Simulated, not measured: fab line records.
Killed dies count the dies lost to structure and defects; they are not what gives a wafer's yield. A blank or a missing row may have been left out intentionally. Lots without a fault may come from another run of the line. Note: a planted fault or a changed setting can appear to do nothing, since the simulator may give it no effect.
fab line records / flow nand_harc
record: lots: 7 wafers: 21 last_day: 32
route steps=1302 shown P_ZERO_WELL@60 P_STI@69 END@1302
lots untouched by any fault: they come from a run of this same line in which no faults occurred
start_h: hours from the record's opening day to when the first of the lot's shown wafers began / wait_h: time in hours since the lot's previous step / " as in the row above / L1.1+2: a row that stands for several wafers / - no value, or no start given / * or withheld: withheld / < > ~ a bound
route shown NAME@n: names a module that has steps shown in the file, with the first one's number in the route / usual: mean and standard deviation over wafers with no fault / same: alike in all rows / chamber/n: place in a boat / sites: readings site by site / _std_site: how widely they spread, as a standard deviation / _edge_site: the outer-site mean with the inner-site mean subtracted / radius_mm: how far each site lies from the wafer's centre / mask NAME#n: copy n / behind: tool/chamber where the wafer was last shaped / hold: reason for holding the lot/hours on hold/outcome of the hold / device: names the non-switching transistor (n, p or np) / end of line: tests of these same wafers at the route's end / a step with no rows: only its recipe / killed: the dies lost at the first sort to structure and to defects; this is not the yield of the wafer / map: shows each die of a wafer: x if killed, . if not, _ if none is there
set.NAME: the setting the step ran with; set.NAME@STEP: the setting that earlier step ran with / model.NAME: the simulator's own value behind a step, which no gauge read
certain route steps with their lots: each step a table, each wafer a row
services: when a tool's chamber went out of use (start_h, in hours from the record's first day, below 0 if earlier), for how many hours, and the reason
== steps ==
step: NHARC_P_ZERO_WELL_HARDBAKE_53
recipe: temp_c: 125 time_s: 80
step: NHARC_P_ZERO_WELL_DESCUM_54
recipe: time_s: 3 o2_flow_sccm: 200 ar_flow_sccm: 0 bias_power_w: 0 chemistry: O2
usual: drypump_motor_current_A: 5.9/0.3 oes_product_au: 1.002/0.0088 rf_vpp_V: 57.7/0.87 showerhead_plenum_p_Torr: 1.89/0.085 throttle_valve_pct: 11.311/0.0087
lot.wafer=L539.4 tool=rie_diel-08 chamber=3 start_h=65.94 wait_h=- drypump_motor_current_A=5.8 oes_product_au=1.006 rf_hours_counter_h=12 rf_vpp_V=57.0 showerhead_plenum_p_Torr=1.78 throttle_valve_pct=11.301
lot.wafer=L539.3 tool=rie_diel-08 chamber=2 start_h=65.94 wait_h=- drypump_motor_current_A=5.6 oes_product_au=1.009 rf_hours_counter_h=15 rf_vpp_V=57.6 showerhead_plenum_p_Torr=1.96 throttle_valve_pct=11.310
lot.wafer=L539.6 tool=rie_diel-08 chamber=3 start_h=65.94 wait_h=- drypump_motor_current_A=5.8 oes_product_au=1.004 rf_hours_counter_h=- rf_vpp_V=57.4 showerhead_plenum_p_Torr=1.78 throttle_valve_pct=11.311
lot.wafer=L540.2 tool=rie_diel-07 chamber=3 start_h=75.69 wait_h=- drypump_motor_current_A=4.9 oes_product_au=0.995 rf_hours_counter_h=44 rf_vpp_V=60.2 showerhead_plenum_p_Torr=2.01 throttle_valve_pct=11.311
lot.wafer=L540.5 tool=rie_diel-07 chamber=3 start_h=75.69 wait_h=- drypump_motor_current_A=4.9 oes_product_au=0.996 rf_hours_counter_h=- rf_vpp_V=58.6 showerhead_plenum_p_Torr=2.01 throttle_valve_pct=11.314
lot.wafer=L540.6 tool=rie_diel-07 chamber=0 start_h=75.69 wait_h=- drypump_motor_current_A=6.3 oes_product_au=1.000 rf_hours_counter_h=- rf_vpp_V=57.2 showerhead_plenum_p_Torr=1.86 throttle_valve_pct=11.326
lot.wafer=L543.1 tool=rie_diel-07 chamber=3 start_h=105.81 wait_h=- drypump_motor_current_A=5.0 oes_product_au=0.996 rf_hours_counter_h=56 rf_vpp_V=59.2 showerhead_plenum_p_Torr=2.01 throttle_valve_pct=11.315
lot.wafer=L543.2 tool=rie_diel-07 chamber=1 start_h=105.81 wait_h=- drypump_motor_current_A=5.9 oes_product_au=0.996 rf_hours_counter_h=47 rf_vpp_V=57.8 showerhead_plenum_p_Torr=1.92 throttle_valve_pct=11.316
lot.wafer=L543.6 tool=rie_diel-07 chamber=2 start_h=105.81 wait_h=- drypump_motor_current_A=6.1 oes_product_au=0.979 rf_hours_counter_h=- rf_vpp_V=58.2 showerhead_plenum_p_Torr=2.02 throttle_valve_pct=11.310
lot.wafer=L544.3 tool=rie_diel-04 chamber=3 start_h=115.77 wait_h=- drypump_motor_current_A=6.2 oes_product_au=1.006 rf_hours_counter_h=28 rf_vpp_V=57.9 showerhead_plenum_p_Torr=1.96 throttle_valve_pct=11.313
lot.wafer=L544.1 tool=rie_diel-04 chamber=0 start_h=115.77 wait_h=- drypump_motor_current_A=6.2 oes_product_au=1.012 rf_hours_counter_h=29 rf_vpp_V=57.4 showerhead_plenum_p_Torr=1.80 throttle_valve_pct=11.301
lot.wafer=L544.5 tool=rie_diel-04 chamber=3 start_h=115.77 wait_h=- drypump_motor_current_A=6.2 oes_product_au=0.999 rf_hours_counter_h=- rf_vpp_V=57.8 showerhead_plenum_p_Torr=1.96 throttle_valve_pct=11.315
lot.wafer=L546.2 tool=rie_diel-07 chamber=0 start_h=135.84 wait_h=- drypump_motor_current_A=6.3 oes_product_au=0.988 rf_hours_counter_h=3 rf_vpp_V=57.1 showerhead_plenum_p_Torr=1.86 throttle_valve_pct=11.293
lot.wafer=L546.3 tool=rie_diel-07 chamber=1 start_h=135.84 wait_h=- drypump_motor_current_A=5.9 oes_product_au=0.983 rf_hours_counter_h=3 rf_vpp_V=57.9 showerhead_plenum_p_Torr=1.92 throttle_valve_pct=11.326
lot.wafer=L546.1 tool=rie_diel-07 chamber=2 start_h=135.84 wait_h=- drypump_motor_current_A=6.1 oes_product_au=0.992 rf_hours_counter_h=4 rf_vpp_V=57.6 showerhead_plenum_p_Torr=2.02 throttle_valve_pct=11.311
lot.wafer=L553.4 tool=rie_diel-04 chamber=2 start_h=205.94 wait_h=- drypump_motor_current_A=5.6 oes_product_au=1.015 rf_hours_counter_h=4 rf_vpp_V=56.2 showerhead_plenum_p_Torr=1.81 throttle_valve_pct=11.315
lot.wafer=L553.2 tool=rie_diel-04 chamber=0 start_h=205.94 wait_h=- drypump_motor_current_A=6.2 oes_product_au=1.004 rf_hours_counter_h=7 rf_vpp_V=57.8 showerhead_plenum_p_Torr=1.79 throttle_valve_pct=11.309
lot.wafer=L553.5 tool=rie_diel-04 chamber=2 start_h=205.94 wait_h=- drypump_motor_current_A=5.6 oes_product_au=1.009 rf_hours_counter_h=- rf_vpp_V=57.2 showerhead_plenum_p_Torr=1.81 throttle_valve_pct=11.324
lot.wafer=L556.1 tool=rie_diel-04 chamber=1 start_h=235.90 wait_h=- drypump_motor_current_A=5.9 oes_product_au=0.994 rf_hours_counter_h=13 rf_vpp_V=56.7 showerhead_plenum_p_Torr=1.91 throttle_valve_pct=11.300
lot.wafer=L556.4 tool=rie_diel-04 chamber=3 start_h=235.90 wait_h=- drypump_motor_current_A=6.1 oes_product_au=1.005 rf_hours_counter_h=19 rf_vpp_V=57.7 showerhead_plenum_p_Torr=1.95 throttle_valve_pct=11.296
lot.wafer=L556.6 tool=rie_diel-04 chamber=1 start_h=235.90 wait_h=- drypump_motor_current_A=5.9 oes_product_au=0.999 rf_hours_counter_h=- rf_vpp_V=56.6 showerhead_plenum_p_Torr=1.91 throttle_valve_pct=11.311
step: NHARC_P_ZERO_WELL_IMPLANT_55
recipe: energy_kev: 180 dose_cm2: 8e+11 tilt_deg: 7
step: NHARC_P_ZERO_WELL_IMPLANT_61
recipe: energy_kev: 30 dose_cm2: 5e+11 tilt_deg: 7
step: NHARC_P_ZERO_WELL_STRIP_56
recipe: time_s: 840 temp_c: 130 chemistry: SPM
step: NHARC_P_ZERO_WELL_PRECLEAN_68
recipe: time_s: 60 temp_c: 50 bath_age_min: 0 chemistry: SC1
step: NHARC_P_ZERO_WELL_SRD_69
step: NHARC_P_ZERO_WELL_RTA_42
recipe: temp_c: 1100 time_s: 300
usual: lamp_power_pct: 41/3.8 lamp_zone_3_pct: 41/3.8 wafer_temp_C_max: 1105.7/1.5
lot.wafer=L539.3 tool=rtp_anneal-02 chamber=0 start_h=67.14 wait_h=- lamp_power_pct=44 lamp_zone_3_pct=44 wafer_temp_C_max=1106.6
lot.wafer=L539.4 tool=rtp_anneal-02 chamber=0 start_h=67.14 wait_h=- lamp_power_pct=44 lamp_zone_3_pct=44 wafer_temp_C_max=1105.4
lot.wafer=L539.6 tool=rtp_anneal-02 chamber=0 start_h=67.14 wait_h=- lamp_power_pct=44 lamp_zone_3_pct=44 wafer_temp_C_max=1106.1
lot.wafer=L540.2 tool=rtp_anneal-02 chamber=0 start_h=76.80 wait_h=- lamp_power_pct=44 lamp_zone_3_pct=44 wafer_temp_C_max=1106.4
lot.wafer=L540.5 tool=rtp_anneal-02 chamber=0 start_h=76.80 wait_h=- lamp_power_pct=44 lamp_zone_3_pct=44 wafer_temp_C_max=1107.2
lot.wafer=L540.6 tool=rtp_anneal-02 chamber=0 start_h=76.80 wait_h=- lamp_power_pct=44 lamp_zone_3_pct=44 wafer_temp_C_max=1108.0
lot.wafer=L543.1 tool=rtp_anneal-01 chamber=0 start_h=106.77 wait_h=- lamp_power_pct=36 lamp_zone_3_pct=36 wafer_temp_C_max=1102.6
lot.wafer=L543.2 tool=rtp_anneal-01 chamber=0 start_h=106.77 wait_h=- lamp_power_pct=36 lamp_zone_3_pct=36 wafer_temp_C_max=1105.1
lot.wafer=L543.6 tool=rtp_anneal-01 chamber=0 start_h=106.77 wait_h=- lamp_power_pct=36 lamp_zone_3_pct=36 wafer_temp_C_max=1103.9
lot.wafer=L544.1 tool=rtp_anneal-02 chamber=0 start_h=116.83 wait_h=- lamp_power_pct=44 lamp_zone_3_pct=44 wafer_temp_C_max=1106.9
lot.wafer=L544.3 tool=rtp_anneal-02 chamber=0 start_h=116.83 wait_h=- lamp_power_pct=44 lamp_zone_3_pct=44 wafer_temp_C_max=1106.4
lot.wafer=L544.5 tool=rtp_anneal-02 chamber=0 start_h=116.83 wait_h=- lamp_power_pct=44 lamp_zone_3_pct=44 wafer_temp_C_max=1107.1
lot.wafer=L546.1 tool=rtp_anneal-01 chamber=0 start_h=136.82 wait_h=- lamp_power_pct=36 lamp_zone_3_pct=36 wafer_temp_C_max=1102.8
lot.wafer=L546.2 tool=rtp_anneal-01 chamber=0 start_h=136.82 wait_h=- lamp_power_pct=36 lamp_zone_3_pct=36 wafer_temp_C_max=1102.8
lot.wafer=L546.3 tool=rtp_anneal-01 chamber=0 start_h=136.82 wait_h=- lamp_power_pct=36 lamp_zone_3_pct=36 wafer_temp_C_max=1103.1
lot.wafer=L553.2 tool=rtp_anneal-01 chamber=0 start_h=207.02 wait_h=- lamp_power_pct=36 lamp_zone_3_pct=36 wafer_temp_C_max=1104.3
lot.wafer=L553.4 tool=rtp_anneal-01 chamber=0 start_h=207.02 wait_h=- lamp_power_pct=36 lamp_zone_3_pct=36 wafer_temp_C_max=1104.8
lot.wafer=L553.5 tool=rtp_anneal-01 chamber=0 start_h=207.02 wait_h=- lamp_power_pct=36 lamp_zone_3_pct=36 wafer_temp_C_max=1104.9
lot.wafer=L556.1 tool=rtp_anneal-02 chamber=0 start_h=236.88 wait_h=- lamp_power_pct=44 lamp_zone_3_pct=44 wafer_temp_C_max=1105.9
lot.wafer=L556.4 tool=rtp_anneal-02 chamber=0 start_h=236.88 wait_h=- lamp_power_pct=44 lamp_zone_3_pct=44 wafer_temp_C_max=1108.8
lot.wafer=L556.6 tool=rtp_anneal-02 chamber=0 start_h=236.88 wait_h=- lamp_power_pct=44 lamp_zone_3_pct=44 wafer_temp_C_max=1106.0
step: NHARC_P_ZERO_WELL_INSPECT_43
usual: raw_defect_count: 14/5.9
lot.wafer=L539.3 tool=defect_inspect-01 chamber=- start_h=67.61 wait_h=0.4 raw_defect_count=14
lot.wafer=L539.4 tool=defect_inspect-01 chamber=- start_h=67.61 wait_h=0.4 raw_defect_count=16
lot.wafer=L539.6 tool=defect_inspect-01 chamber=- start_h=67.61 wait_h=0.4 raw_defect_count=14
lot.wafer=L540.2 tool=defect_inspect-02 chamber=- start_h=77.38 wait_h=0.5 raw_defect_count=15
lot.wafer=L540.5 tool=defect_inspect-02 chamber=- start_h=77.38 wait_h=0.5 raw_defect_count=12
lot.wafer=L540.6 tool=defect_inspect-02 chamber=- start_h=77.38 wait_h=0.5 raw_defect_count=17
lot.wafer=L543.1 tool=defect_inspect-01 chamber=- start_h=107.46 wait_h=0.6 raw_defect_count=19
lot.wafer=L543.2 tool=defect_inspect-01 chamber=- start_h=107.46 wait_h=0.6 raw_defect_count=11
lot.wafer=L543.6 tool=defect_inspect-01 chamber=- start_h=107.46 wait_h=0.6 raw_defect_count=18
lot.wafer=L544.1 tool=defect_inspect-02 chamber=- start_h=117.51 wait_h=0.6 raw_defect_count=14
lot.wafer=L544.3 tool=defect_inspect-02 chamber=- start_h=117.51 wait_h=0.6 raw_defect_count=14
lot.wafer=L544.5 tool=defect_inspect-02 chamber=- start_h=117.51 wait_h=0.6 raw_defect_count=8
lot.wafer=L546.1 tool=defect_inspect-01 chamber=- start_h=137.49 wait_h=0.6 raw_defect_count=11
lot.wafer=L546.2 tool=defect_inspect-01 chamber=- start_h=137.49 wait_h=0.6 raw_defect_count=10
lot.wafer=L546.3 tool=defect_inspect-01 chamber=- start_h=137.49 wait_h=0.6 raw_defect_count=8
lot.wafer=L553.2 tool=defect_inspect-01 chamber=- start_h=207.60 wait_h=0.5 raw_defect_count=11
lot.wafer=L553.4 tool=defect_inspect-01 chamber=- start_h=207.60 wait_h=0.5 raw_defect_count=14
lot.wafer=L553.5 tool=defect_inspect-01 chamber=- start_h=207.60 wait_h=0.5 raw_defect_count=13
lot.wafer=L556.1 tool=defect_inspect-01 chamber=- start_h=237.55 wait_h=0.6 raw_defect_count=11
lot.wafer=L556.4 tool=defect_inspect-01 chamber=- start_h=237.55 wait_h=0.6 raw_defect_count=5
lot.wafer=L556.6 tool=defect_inspect-01 chamber=- start_h=237.55 wait_h=0.6 raw_defect_count=7
step: NHARC_P_STI_ETCH_26
recipe: target_depth_a: 110 chemistry: dHF material: SiO2
step: NHARC_P_STI_PRECLEAN_27
recipe: time_s: * temp_c: 50 bath_age_min: 0 chemistry: SC1
step: NHARC_P_STI_SRD_28
step: NHARC_P_STI_OXIDE_29
recipe: target_thk_a: 100 temp_c: 900 ox_time_s: 1362 material: SiO2
usual: tube_center_temp_C: 899.99/0.082 zone_power_lower_pct: 17.4/1.2 zone_power_upper_pct: 17.3/1.1
lot.wafer=L539.3 tool=furnace-07 chamber=0 start_h=71.74 wait_h=- tube_center_temp_C=900.05 zone_power_lower_pct=15.9 zone_power_upper_pct=15.9
lot.wafer=L539.4 tool=furnace-07 chamber=0 start_h=71.74 wait_h=- tube_center_temp_C=899.92 zone_power_lower_pct=16.0 zone_power_upper_pct=15.7
lot.wafer=L539.6 tool=furnace-07 chamber=0 start_h=71.74 wait_h=- tube_center_temp_C=900.06 zone_power_lower_pct=15.9 zone_power_upper_pct=15.9
lot.wafer=L540.2 tool=furnace-01 chamber=0 start_h=81.69 wait_h=- tube_center_temp_C=900.01 zone_power_lower_pct=17.9 zone_power_upper_pct=18.4
lot.wafer=L540.5 tool=furnace-01 chamber=0 start_h=81.69 wait_h=- tube_center_temp_C=900.03 zone_power_lower_pct=18.0 zone_power_upper_pct=17.9
lot.wafer=L540.6 tool=furnace-01 chamber=0 start_h=81.69 wait_h=- tube_center_temp_C=899.88 zone_power_lower_pct=17.9 zone_power_upper_pct=17.9
lot.wafer=L543.1 tool=furnace-07 chamber=0 start_h=113.03 wait_h=- tube_center_temp_C=900.17 zone_power_lower_pct=16.1 zone_power_upper_pct=15.8
lot.wafer=L543.2 tool=furnace-07 chamber=0 start_h=113.03 wait_h=- tube_center_temp_C=899.86 zone_power_lower_pct=15.6 zone_power_upper_pct=16.0
lot.wafer=L543.6 tool=furnace-07 chamber=0 start_h=113.03 wait_h=- tube_center_temp_C=899.88 zone_power_lower_pct=15.8 zone_power_upper_pct=15.9
lot.wafer=L544.1 tool=furnace-07 chamber=0 start_h=121.68 wait_h=- tube_center_temp_C=900.02 zone_power_lower_pct=16.3 zone_power_upper_pct=15.3
lot.wafer=L544.3 tool=furnace-07 chamber=0 start_h=121.68 wait_h=- tube_center_temp_C=899.99 zone_power_lower_pct=16.0 zone_power_upper_pct=16.0
lot.wafer=L544.5 tool=furnace-07 chamber=0 start_h=121.68 wait_h=- tube_center_temp_C=899.97 zone_power_lower_pct=15.9 zone_power_upper_pct=15.8
lot.wafer=L544.1 tool=furnace-07 chamber=0 start_h=125.73 wait_h=0.4 tube_center_temp_C=900.02 zone_power_lower_pct=16.2 zone_power_upper_pct=15.7
lot.wafer=L544.3 tool=furnace-07 chamber=0 start_h=125.73 wait_h=0.4 tube_center_temp_C=899.93 zone_power_lower_pct=15.9 zone_power_upper_pct=15.4
lot.wafer=L544.5 tool=furnace-07 chamber=0 start_h=125.73 wait_h=0.4 tube_center_temp_C=899.97 zone_power_lower_pct=16.0 zone_power_upper_pct=15.6
lot.wafer=L546.1 tool=furnace-01 chamber=0 start_h=143.39 wait_h=- tube_center_temp_C=900.03 zone_power_lower_pct=18.1 zone_power_upper_pct=17.9
lot.wafer=L546.2 tool=furnace-01 chamber=0 start_h=143.39 wait_h=- tube_center_temp_C=899.89 zone_power_lower_pct=18.2 zone_power_upper_pct=18.2
lot.wafer=L546.3 tool=furnace-01 chamber=0 start_h=143.39 wait_h=- tube_center_temp_C=900.01 zone_power_lower_pct=18.2 zone_power_upper_pct=18.4
lot.wafer=L546.1 tool=furnace-01 chamber=0 start_h=152.99 wait_h=5.9 tube_center_temp_C=900.01 zone_power_lower_pct=18.1 zone_power_upper_pct=18.3
lot.wafer=L546.2 tool=furnace-01 chamber=0 start_h=152.99 wait_h=5.9 tube_center_temp_C=900.05 zone_power_lower_pct=18.2 zone_power_upper_pct=18.2
lot.wafer=L546.3 tool=furnace-01 chamber=0 start_h=152.99 wait_h=5.9 tube_center_temp_C=899.99 zone_power_lower_pct=17.9 zone_power_upper_pct=18.1
lot.wafer=L553.2 tool=furnace-08 chamber=0 start_h=212.92 wait_h=- tube_center_temp_C=900.01 zone_power_lower_pct=18.6 zone_power_upper_pct=18.3
lot.wafer=L553.4 tool=furnace-08 chamber=0 start_h=212.92 wait_h=- tube_center_temp_C=900.12 zone_power_lower_pct=18.8 zone_power_upper_pct=18.3
lot.wafer=L553.5 tool=furnace-08 chamber=0 start_h=212.92 wait_h=- tube_center_temp_C=900.03 zone_power_lower_pct=18.5 zone_power_upper_pct=18.6
lot.wafer=L553.2 tool=furnace-07 chamber=0 start_h=218.38 wait_h=1.8 tube_center_temp_C=899.97 zone_power_lower_pct=16.0 zone_power_upper_pct=15.6
lot.wafer=L553.4 tool=furnace-07 chamber=0 start_h=218.38 wait_h=1.8 tube_center_temp_C=899.92 zone_power_lower_pct=16.2 zone_power_upper_pct=15.5
lot.wafer=L553.5 tool=furnace-07 chamber=0 start_h=218.38 wait_h=1.8 tube_center_temp_C=900.06 zone_power_lower_pct=15.9 zone_power_upper_pct=15.8
lot.wafer=L556.1 tool=furnace-08 chamber=0 start_h=241.63 wait_h=- tube_center_temp_C=899.91 zone_power_lower_pct=19.0 zone_power_upper_pct=18.0
lot.wafer=L556.4 tool=furnace-08 chamber=0 start_h=241.63 wait_h=- tube_center_temp_C=899.9 zone_power_lower_pct=18.2 zone_power_upper_pct=18.4
lot.wafer=L556.6 tool=furnace-08 chamber=0 start_h=241.63 wait_h=- tube_center_temp_C=899.93 zone_power_lower_pct=18.6 zone_power_upper_pct=18.2
step: NHARC_P_STI_HM_DEP_30
recipe: target_thk_a: 800 temp_c: 790 pressure_mtorr: 300 time_s: 873 material: Si3N4
step: NHARC_END_SORT_01
recipe: temp_c: 25
usual: killed_at_array: 57/19 killed_at_other: 0.9/1.1 killed_at_periphery: 4.0/2.6 killed_dies: 62/19 killed_open: 3.3/1.8 killed_short: 2.4/1.7
same: gross_dies: 677
lot.wafer=L539.3 tool=prober-01 chamber=0 start_h=600.71 wait_h=3.1 killed_at_array=55 killed_at_other=0 killed_at_periphery=5 killed_dies=60 killed_open=2 killed_short=4
lot.wafer=L539.4 tool=prober-01 chamber=0 start_h=601.51 wait_h=3.4 killed_at_array=39 killed_at_other=0 killed_at_periphery=5 killed_dies=44 killed_open=3 killed_short=1
lot.wafer=L539.6 tool=prober-01 chamber=0 start_h=603.10 wait_h=4.0 killed_at_array=50 killed_at_other=0 killed_at_periphery=8 killed_dies=58 killed_open=3 killed_short=2
lot.wafer=L544.3 tool=prober-02 chamber=0 start_h=636.83 wait_h=3.1 killed_at_array=76 killed_at_other=0 killed_at_periphery=6 killed_dies=82 killed_open=4 killed_short=3
lot.wafer=L544.5 tool=prober-02 chamber=0 start_h=638.44 wait_h=3.7 killed_at_array=68 killed_at_other=0 killed_at_periphery=2 killed_dies=70 killed_open=3 killed_short=5
lot.wafer=L546.1 tool=prober-01 chamber=0 start_h=658.82 wait_h=2.5 killed_at_array=27 killed_at_other=0 killed_at_periphery=4 killed_dies=31 killed_open=2 killed_short=1
lot.wafer=L546.3 tool=prober-01 chamber=0 start_h=660.43 wait_h=3.1 killed_at_array=41 killed_at_other=1 killed_at_periphery=1 killed_dies=43 killed_open=6 killed_short=1
killed by level:class
L539.3 A_CHANNEL_HOLE_D1:chamber_film_flake=28 A_CHANNEL_HOLE_D2:chamber_film_flake=16 A_CHANNEL_FILL_D1:chamber_film_flake=3 A_CHANNEL_FILL_D2:chamber_film_flake=2 P_CONTACT:geometric_particle:open=1 P_M2:geometric_particle:open=1 P_M2:geometric_particle:short=1 A_DECK1_JOINT:geometric_particle:short=1
L539.4 A_CHANNEL_HOLE_D1:chamber_film_flake=24 A_CHANNEL_HOLE_D2:chamber_film_flake=10 P_STI:chamber_film_flake=2 P_CONTACT:geometric_particle:open=1 A_SOURCE_PLATE:geometric_particle:short=1 A_CHANNEL_FILL_D2:geometric_particle:open=1 A_BLC:geometric_particle:open=1 P_ZERO_WELL:chamber_film_flake=1
L539.6 A_CHANNEL_HOLE_D1:chamber_film_flake=33 A_CHANNEL_HOLE_D2:chamber_film_flake=12 P_ZERO_WELL:chamber_film_flake=3 P_STI:chamber_film_flake=3 A_ONON_D2:geometric_particle:short=2 P_M0:geometric_particle:open=1 A_ONON_D2:geometric_particle:open=1 A_M0:geometric_particle:open=1
L544.3 A_CHANNEL_HOLE_D1:chamber_film_flake=31 A_SLIT:chamber_film_flake=17 A_CHANNEL_HOLE_D2:chamber_film_flake=15 P_ZERO_WELL:chamber_film_flake=3 A_CONTACT:chamber_film_flake=3 A_ZERO_WELL:chamber_film_flake=2 A_DECK1_JOINT:chamber_film_flake=2 P_GATE:geometric_particle:open=1
L544.5 A_CHANNEL_HOLE_D1:chamber_film_flake=32 A_SLIT:chamber_film_flake=14 A_ZERO_WELL:chamber_film_flake=4 A_CHANNEL_HOLE_D2:chamber_film_flake=4 A_CONTACT:chamber_film_flake=3 A_WL_FILL:geometric_particle:short=2 A_CHANNEL_FILL_D1:chamber_film_flake=2 A_STAIRCASE:chamber_film_flake=2
L546.1 A_STAIRCASE:chamber_film_flake=11 A_CHANNEL_HOLE_D2:chamber_film_flake=5 A_CHANNEL_HOLE_D1:chamber_film_flake=3 A_SLIT:chamber_film_flake=3 P_GATE:chamber_film_flake=2 A_CHANNEL_FILL_D1:chamber_film_flake=2 P_M0:geometric_particle:open=1 A_SOURCE_PLATE:geometric_particle:short=1
L546.3 A_CHANNEL_HOLE_D2:chamber_film_flake=12 A_STAIRCASE:chamber_film_flake=9 A_CHANNEL_HOLE_D1:chamber_film_flake=5 A_CHANNEL_FILL_D1:geometric_particle:open=3 A_SLIT:chamber_film_flake=3 A_WL_FILL:geometric_particle:open=2 A_ZERO_WELL:chamber_film_flake=2 A_CONTACT:chamber_film_flake=2
== services ==
tool=rie_diel-07 chamber=0 start_h=55.94 hours=- kind=clean
tool=rie_diel-07 chamber=1 start_h=55.94 hours=- kind=clean
tool=rie_diel-07 chamber=2 start_h=55.94 hours=- kind=clean
tool=rie_diel-07 chamber=3 start_h=55.94 hours=- kind=clean
tool=rie_diel-04 chamber=3 start_h=57.45 hours=2.8 kind=repair
tool=rie_diel-04 chamber=0 start_h=59.25 hours=- kind=clean
tool=rie_diel-04 chamber=1 start_h=59.25 hours=- kind=clean
tool=rie_diel-04 chamber=2 start_h=59.25 hours=- kind=clean
tool=rie_diel-07 chamber=2 start_h=61.11 hours=19.0 kind=repair
tool=rie_diel-07 chamber=0 start_h=80.44 hours=- kind=clean
tool=rie_diel-07 chamber=1 start_h=80.44 hours=- kind=clean
tool=rie_diel-07 chamber=2 start_h=80.44 hours=- kind=clean
tool=rie_diel-07 chamber=3 start_h=80.44 hours=- kind=clean
tool=rie_diel-04 chamber=0 start_h=83.87 hours=- kind=clean
tool=rie_diel-07 chamber=- start_h=117.70 hours=9.0 kind=pm
tool=rie_diel-08 chamber=2 start_h=128.65 hours=1.8 kind=repair
tool=rie_diel-08 chamber=0 start_h=146.40 hours=16.3 kind=repair
tool=rie_diel-04 chamber=- start_h=180.43 hours=9.0 kind=pm
tool=rie_diel-08 chamber=- start_h=190.95 hours=9.0 kind=pm
tool=furnace-01 chamber=- start_h=209.06 hours=26.0 kind=pm
tool=rie_diel-04 chamber=1 start_h=209.91 hours=6.1 kind=repair
tool=rie_diel-08 chamber=3 start_h=215.73 hours=8.8 kind=repair
tool=rie_diel-07 chamber=3 start_h=232.36 hours=14.8 kind=repair
tool=rie_diel-04 chamber=2 start_h=236.01 hours=1.5 kind=repair
== key ==
first_sign: step: NHARC_P_STI_OXIDE_29 reading: visit direction: added
effect none on later readings
met_at NHARC_P_STI_OXIDE_29
struck_wafers L544.1,L544.3,L544.5,L546.1,L546.2,L546.3,L553.2,L553.4,L553.5
tester_left_out L544,L546,L553
fault: kind: repeated_step_whole tool: furnace-01,furnace-07,furnace-08 chamber: - onset_h: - steps: NHARC_P_STI_OXIDE_29 times: 1 scope: struck_lots_only
tester_left_out: of these lots the tester's yield and bins aren't shown, on N5 and GAA mostly nor the transistor test; their killed dies are dies lost to structure and defects alone, not to doping, threshold or leakage, so they don't give the yield
